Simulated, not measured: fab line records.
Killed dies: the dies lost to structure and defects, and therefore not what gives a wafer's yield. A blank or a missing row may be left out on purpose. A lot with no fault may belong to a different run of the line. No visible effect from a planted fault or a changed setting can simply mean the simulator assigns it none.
The tool behind it: which one? + flow n5-finfet + Sampling: 9 lots, 25 wafers, 7 of 1938 route steps

WHAT EACH GAUGE READ, for each wafer
N5_BEOL_M5_OCD_MEAS_38. Usual: 71.3 nm for trench-depth-nm, sd 0.98.
| lot  | measured     | on     | trench-depth-nm (nm) | flag |
|------|--------------|--------|----------------------|------|
| L854 | day 7 22:47  | ocd-01 | 70.0 71.2 71.7       |      |
| L855 | day 9 02:23  | ocd-01 | 72.1 70.8 72.7       |      |
| L864 | day 11 09:50 | ocd-01 | 72.3 70.8 72.4       |      |
| L866 | day 11 14:10 | ocd-02 | 70.6 71.6 72.4       |      |
| L868 | day 11 14:20 | ocd-01 | 70.8 70.0 72.6       |      |
| L867 | day 11 14:47 | ocd-02 | 72.2 71.2 71.4       |      |
| L872 | day 13 08:07 | ocd-02 | 75.6                 | OFF  |
| L875 | day 14 08:55 | ocd-01 | 69.9 70.1 70.7       |      |
| L877 | day 14 11:15 | ocd-01 | 71.3 71.5 72.2       |      |

N5_BEOL_M5_THK_MEAS_53: measures by xrf. Usual: M5_THK gives 61.3 nm (standard deviation 1.5).
| lot  | measured     | on            | M5_THK (nm)    | flag |
|------|--------------|---------------|----------------|------|
| L854 | day 8 05:07  | film-metro-02 | 60.7 61.4 62.0 |      |
| L855 | day 9 09:01  | film-metro-02 | 62.5 60.6 62.0 |      |
| L864 | day 11 16:38 | film-metro-02 | 65.3 62.1 63.8 |      |
| L866 | day 11 21:04 | film-metro-02 | 59.1 62.0 61.5 |      |
| L868 | day 11 21:05 | film-metro-01 | 60.7 58.3 63.6 |      |
| L867 | day 11 21:20 | film-metro-02 | 62.8 60.1 60.6 |      |
| L872 | day 13 15:34 | film-metro-02 | 65.8           |      |
| L875 | day 14 17:07 | film-metro-02 | 59.5 59.0 61.0 |      |
| L877 | day 14 17:46 | film-metro-01 | 61.1 62.9 63.1 |      |

N5_BEOL_M5_RS_MEAS_57: the measuring method here is four-point-probe. Usual: M5_RS gives 0.390 ohm/sq (standard deviation 0.01).
| lot  | measured     | on            | M5_RS (ohm/sq)    | flag |
|------|--------------|---------------|-------------------|------|
| L854 | day 8 05:22  | film-metro-02 | 0.395 0.390 0.384 |      |
| L855 | day 9 09:17  | film-metro-02 | 0.384 0.398 0.386 |      |
| L864 | day 11 16:55 | film-metro-01 | 0.364 0.389 0.375 |      |
| L866 | day 11 21:19 | film-metro-01 | 0.412 0.389 0.391 |      |
| L868 | day 11 21:22 | film-metro-02 | 0.397 0.416 0.377 |      |
| L867 | day 11 21:35 | film-metro-01 | 0.379 0.397 0.393 |      |
| L872 | day 13 15:50 | film-metro-02 | 0.357             | OFF  |
| L875 | day 14 17:22 | film-metro-01 | 0.397 0.404 0.390 |      |
| L877 | day 14 18:02 | film-metro-01 | 0.399 0.386 0.386 |      |

TOOL THAT RAN EACH LOT (tool first, then ch and the chambers of the sampled wafers, then the start)
| lot  | N5_BEOL_M5_DESCUM_33               | N5_BEOL_M5_TRENCH_ETCH_37          | N5_BEOL_M5_STRIP_91                           | N5_BEOL_M5_PRE_CLEAN_45      |
|------|------------------------------------|------------------------------------|-----------------------------------------------|------------------------------|
| L854 | rie-diel-03 ch 0,2,3, day 7 22:22  | rie-diel-03 ch 0,2,3, day 7 22:38  | rie-diel-03 ch 0,2,3, day 7 22:47 or earlier  | pvd-sputter-03, day 7 23:20  |
| L855 | rie-diel-03 ch 0,1,3, day 9 01:58  | rie-diel-03 ch 0,1,3, day 9 02:14  | rie-diel-03 ch 0,1,3, day 9 02:23 or earlier  | pvd-sputter-03, day 9 03:14  |
| L864 | rie-diel-02 ch 0,1, day 11 09:24   | rie-diel-02 ch 0,1, day 11 09:40   | rie-diel-02 ch 0,1, day 11 09:50 or earlier   | pvd-sputter-02, day 11 10:47 |
| L866 | rie-diel-02 ch 0,1,2, day 11 13:44 | rie-diel-02 ch 0,1,2, day 11 14:00 | rie-diel-02 ch 0,1,2, day 11 14:10 or earlier | pvd-sputter-01, day 11 15:22 |
| L868 | rie-diel-04 ch 0,2,3, day 11 13:55 | rie-diel-04 ch 0,2,3, day 11 14:11 | rie-diel-04 ch 0,2,3, day 11 14:20 or earlier | pvd-sputter-03, day 11 15:25 |
| L867 | rie-diel-02 ch 1,2,3, day 11 14:22 | rie-diel-02 ch 1,2,3, day 11 14:37 | rie-diel-02 ch 1,2,3, day 11 14:47 or earlier | pvd-sputter-01, day 11 15:27 |
| L872 | rie-diel-02 ch 0, day 13 07:42     | rie-diel-02 ch 0, day 13 07:58     | rie-diel-02 ch 0, day 13 08:07 or earlier     | pvd-sputter-02, day 13 09:30 |
| L875 | rie-diel-04 ch 2,3, day 14 08:29   | rie-diel-04 ch 2,3, day 14 08:46   | rie-diel-04 ch 2,3, day 14 08:55 or earlier   | pvd-sputter-03, day 14 11:24 |
| L877 | rie-diel-04 ch 1,2, day 14 10:50   | rie-diel-04 ch 1,2, day 14 11:06   | rie-diel-04 ch 1,2, day 14 11:15 or earlier   | pvd-sputter-02, day 14 11:49 |
- N5_BEOL_M5_DESCUM_33: chemistry O2, time 7 s.
- N5_BEOL_M5_TRENCH_ETCH_37: etches SiCOH lowk in C4F6/O2, target depth 71.652 nm, time 24.7 s.
- N5_BEOL_M5_STRIP_91: strips in N2/H2, time 10 s.
- N5_BEOL_M5_PRE_CLEAN_45: time 30 s.

AS READ BY THE TOOLS THEMSELVES (means over the sampled wafers that have a number; for cases with no such wafer, the mark the record gives instead)
N5_BEOL_M5_DESCUM_33. Usual: drypump-motor-current-A 5.7 A, standard deviation 0.4; oes-product-au 0.79 a.u., standard deviation 0.095; rf-vpp-V 243.1 V, standard deviation 1.3; showerhead-plenum-p-Torr 2.08 Torr, standard deviation 0.076; throttle-valve-pct 20.41 %, standard deviation 0.27.
| lot  | tool        | drypump-motor-current-A (A) | oes-product-au (a.u.) | rf-vpp-V (V) | showerhead-plenum-p-Torr (Torr) | throttle-valve-pct (%) | flag |
|------|-------------|-----------------------------|-----------------------|--------------|---------------------------------|------------------------|------|
| L854 | rie-diel-03 | 5.8                         | 0.78                  | 243.3        | 2.06                            | 20.32                  |      |
| L855 | rie-diel-03 | 5.7                         | 0.77                  | 243.7        | 2.09                            | 20.23                  |      |
| L864 | rie-diel-02 | 6.1                         | 0.95                  | 243.2        | 2.07                            | 20.05                  |      |
| L866 | rie-diel-02 | 6.0                         | 0.88                  | 243.2        | 2.09                            | 20.28                  |      |
| L868 | rie-diel-04 | 5.9                         | 0.74                  | 243.3        | 2.08                            | 20.48                  |      |
| L867 | rie-diel-02 | 5.7                         | 0.80                  | 242.5        | 2.04                            | 20.52                  |      |
| L872 | rie-diel-02 | 5.7                         | 0.89                  | 244.1        | 2.13                            | 20.24                  |      |
| L875 | rie-diel-04 | 6.1                         | 0.78                  | 244.2        | 2.16                            | 20.55                  |      |
| L877 | rie-diel-04 | 5.4                         | 0.85                  | 244.1        | 2.12                            | 20.30                  |      |

N5_BEOL_M5_TRENCH_ETCH_37. Usual: drypump-motor-current-A 5.8 A, standard deviation 0.4; oes_f_703_au 0.79 a.u., standard deviation 0.087; oes-product-au 0.79 a.u., standard deviation 0.094; rf-vpp-V 665 V, standard deviation 11; showerhead-plenum-p-Torr 2.85 Torr, standard deviation 0.093; throttle-valve-pct 20.98 %, standard deviation 0.21.
| lot  | tool        | drypump-motor-current-A (A) | oes_f_703_au (a.u.) | oes-product-au (a.u.) | rf-vpp-V (V) | showerhead-plenum-p-Torr (Torr) | throttle-valve-pct (%) | flag |
|------|-------------|-----------------------------|---------------------|-----------------------|--------------|---------------------------------|------------------------|------|
| L854 | rie-diel-03 | 5.8                         | 0.77                | 0.78                  | 671          | 2.82                            | 20.85                  |      |
| L855 | rie-diel-03 | 5.7                         | 0.76                | 0.77                  | 676          | 2.86                            | 20.82                  |      |
| L864 | rie-diel-02 | 6.1                         | 0.93                | 0.94                  | 662          | 2.85                            | 20.73                  |      |
| L866 | rie-diel-02 | 6.0                         | 0.87                | 0.87                  | 664          | 2.86                            | 20.91                  |      |
| L868 | rie-diel-04 | 5.9                         | 0.74                | 0.75                  | 653          | 2.85                            | 21.08                  |      |
| L867 | rie-diel-02 | 5.7                         | 0.81                | 0.80                  | 663          | 2.79                            | 21.09                  |      |
| L872 | rie-diel-02 | 5.7                         | 0.90                | 0.93                  | 669          | 2.89                            | 20.69                  |      |
| L875 | rie-diel-04 | 6.1                         | 0.77                | 0.77                  | 653          | 2.94                            | 21.05                  |      |
| L877 | rie-diel-04 | 5.4                         | 0.81                | 0.84                  | 668          | 2.90                            | 20.88                  |      |

N5_BEOL_M5_STRIP_91. Usual: drypump-motor-current-A 5.8 A, standard deviation 0.4; oes-product-au 0.79 a.u., standard deviation 0.096; rf-vpp-V 59.1 V, standard deviation 0.89; showerhead-plenum-p-Torr 2.53 Torr, standard deviation 0.088; throttle-valve-pct 23.71 %, standard deviation 0.28.
| lot  | tool        | drypump-motor-current-A (A) | oes-product-au (a.u.) | rf-vpp-V (V) | showerhead-plenum-p-Torr (Torr) | throttle-valve-pct (%) | flag |
|------|-------------|-----------------------------|-----------------------|--------------|---------------------------------|------------------------|------|
| L854 | rie-diel-03 | 5.8                         | 0.78                  | 58.8         | 2.52                            | 23.62                  |      |
| L855 | rie-diel-03 | 5.7                         | 0.78                  | 58.5         | 2.55                            | 23.48                  |      |
| L864 | rie-diel-02 | 6.1                         | 0.95                  | 59.2         | 2.53                            | 23.40                  |      |
| L866 | rie-diel-02 | 6.0                         | 0.87                  | 59.4         | 2.54                            | 23.66                  |      |
| L868 | rie-diel-04 | 5.9                         | 0.75                  | 59.6         | 2.53                            | 23.77                  |      |
| L867 | rie-diel-02 | 5.7                         | 0.81                  | 59.2         | 2.47                            | 23.75                  |      |
| L872 | rie-diel-02 | 5.7                         | 0.89                  | 58.2         | 2.61                            | 23.75                  |      |
| L875 | rie-diel-04 | 6.1                         | 0.78                  | 58.8         | 2.62                            | 23.79                  |      |
| L877 | rie-diel-04 | 5.4                         | 0.84                  | 59.1         | 2.57                            | 23.58                  |      |

N5_BEOL_M5_PRE_CLEAN_45. Usual: 341 W for heater-power-w, sd 28.
| lot  | tool           | heater-power-w (W) | flag |
|------|----------------|--------------------|------|
| L854 | pvd-sputter-03 | 346                |      |
| L855 | pvd-sputter-03 | 328                |      |
| L864 | pvd-sputter-02 | 319                |      |
| L866 | pvd-sputter-01 | 321                |      |
| L868 | pvd-sputter-03 | 361                |      |
| L867 | pvd-sputter-01 | 327                |      |
| L872 | pvd-sputter-02 | 349                |      |
| L875 | pvd-sputter-03 | 324                |      |
| L877 | pvd-sputter-02 | 354                |      |

THE ANSWER, worked out from the rows above alone
Rule: lot off if the mean of its wafers having a number is beyond 3 standard deviations from the usual mean. A lot without any number at a reading at which 4 lots or more have one is off too. Any other lot the step has rows for is counted as sound. The gauges are gone through in route order, then the tools' own readings, and for those a lot's mean is taken as printed above. The first step at which some lot is off is used, and at that step the reading that is off furthest; a lot without a number counts as furthest.
Off, at N5_BEOL_M5_OCD_MEAS_38 on trench-depth-nm: L872.
A tool fits if, at a process step before that reading, it ran every lot that is off, and no sound lot after the first of them. The gauges at N5_BEOL_M5_OCD_MEAS_38 aren't tried: what is off there is off at N5_BEOL_M5_RS_MEAS_57 too, on other tools, and a gauge's error can't cause that. Because N5_BEOL_M5_STRIP_91 lacks a start for some lots, the hours and order of its lots are taken from N5_BEOL_M5_OCD_MEAS_38. One fits: N5_BEOL_M5_DESCUM_33 and N5_BEOL_M5_TRENCH_ETCH_37 and N5_BEOL_M5_STRIP_91 on rie-diel-02. At N5_BEOL_M5_DESCUM_33 its last sound lot is L867 (day 11 14:22), its first lot that is off L872 (day 13 07:42): a fault that began between those two fits.

WHAT THE SIMULATOR HAD PUT IN
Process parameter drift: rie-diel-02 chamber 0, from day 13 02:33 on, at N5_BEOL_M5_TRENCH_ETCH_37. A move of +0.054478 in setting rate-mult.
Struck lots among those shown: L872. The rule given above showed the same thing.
